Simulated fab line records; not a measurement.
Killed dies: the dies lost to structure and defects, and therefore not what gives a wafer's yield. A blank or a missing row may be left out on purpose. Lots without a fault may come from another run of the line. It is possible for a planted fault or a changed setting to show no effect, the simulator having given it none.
8D (eight disciplines) problem report, filled in by code / flow n5-finfet / the parts of the form that need people (team, actions taken, sign-off) are left out

1. PROBLEM STATEMENT
At N5_BEOL_M1_SPUTTER_90, chamber-pressure-pa averages 0.05871 Pa over 2 wafers from 2 lots, while fault-free wafers read 0.06999 Pa, standard deviation 0.00015. Measured from the usual mean, that is -75 standard deviations.
The step: material Cu, target thk 4.5 nm, time 8.29 s.
First seen on wafer L914.1, day 7 07:31, on pvd-sputter-03. Wafers with a number at this step in the record: 18, from 6 lots. Rule for "out" (also "out of limits"): further than 4 standard deviations from the usual mean. The other wafers with a number count as sound.

2. WHAT IT IS; WHAT IT IS NOT
question=which readings at this step | is=chamber-pressure-pa | is not=throttle-valve-pct
question=which lots | is=L914, L915 | is not=L909, L926, L927, L931
question=which wafers of those lots | is=L914.1, L915.1 | is not=L914.2, L914.3, L915.3, L915.4
question=read on which tools | is=pvd-sputter-03 | is not=pvd-sputter-01, pvd-sputter-02
question=when | is=from day 7 07:31 | is not=up to then (5 sound wafers); but 11 sound wafers of L915, L926, L927, L931 came after

3. SUSPECTS, AND WHAT RULES EACH OUT
Counting: if a tool at a process step up to the reading ran every lot that is out, it stays a suspect. Sound lots after the first of them don't rule it out here, since some wafers of a struck lot are sound.
- pvd-sputter-03 at N5_BEOL_M1_SPUTTER_79 (material Cu, target thk 4.5 nm, time 8.29 s): kept. Every lot that is out went through it, the first being L914 (day 7 06:38); the last sound lot it ran before that was L909 (day 6 04:40).
- pvd-sputter-03 at N5_BEOL_M1_SPUTTER_81 (material Cu, target thk 4.5 nm, time 8.29 s): kept. Every lot that is out went through it, the first being L914 (day 7 06:51); the last sound lot it ran before that was L909 (day 6 04:53).
- pvd-sputter-03 at N5_BEOL_M1_ANNEAL_89 (time 240 s): kept. Every lot that is out went through it, the first being L914 (day 7 07:22); the last sound lot it ran before that was L909 (day 6 05:24).
- pvd-sputter-03 at N5_BEOL_M1_SPUTTER_90 (material Cu, target thk 4.5 nm, time 8.29 s): kept. Every lot that is out went through it, the first being L914 (day 7 07:31); the last sound lot it ran before that was L909 (day 6 05:32). Its own readings are out on those wafers: chamber-pressure-pa.
Left after counting: pvd-sputter-03 at N5_BEOL_M1_SPUTTER_79, pvd-sputter-03 at N5_BEOL_M1_SPUTTER_81, pvd-sputter-03 at N5_BEOL_M1_ANNEAL_89, pvd-sputter-03 at N5_BEOL_M1_SPUTTER_90.

4. THE CAUSE (what the simulator had put in)
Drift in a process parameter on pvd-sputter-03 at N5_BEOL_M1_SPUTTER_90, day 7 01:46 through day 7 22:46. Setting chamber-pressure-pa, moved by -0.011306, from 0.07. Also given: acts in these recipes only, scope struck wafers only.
Counting leaves 4 suspects; this tool is one of them.

5. THE CHAIN OF EFFECTS, in route order
Each row: a reading where the mean over the struck wafers with a number is more than 3 standard deviations away from the usual. Scope: only readings with a usual standard deviation given in the record; hours: median across lots of the time from each lot's start at the first step in this table that gives one to its start at this step; sigmas: change in usual standard deviations.
hours=0; step=N5_BEOL_M1_SPUTTER_90; reading=chamber-pressure-pa; usual=0.06999 Pa; on struck wafers=0.05871; change=-0.01128; sigmas=-75
Its process steps:
- N5_BEOL_M1_SPUTTER_90: material Cu, target thk 4.5 nm, time 8.29 s.
At these later measuring or inspecting steps, every struck wafer for which the step has a row has a number for every such reading, and none has moved that far: N5_BEOL_M4_RC_MEAS_101.

6. HOW IT WOULD HAVE BEEN CAUGHT EARLIER
In this record the first reading out of limits was taken at day 7 07:31, 6 hours after the fault began at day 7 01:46.
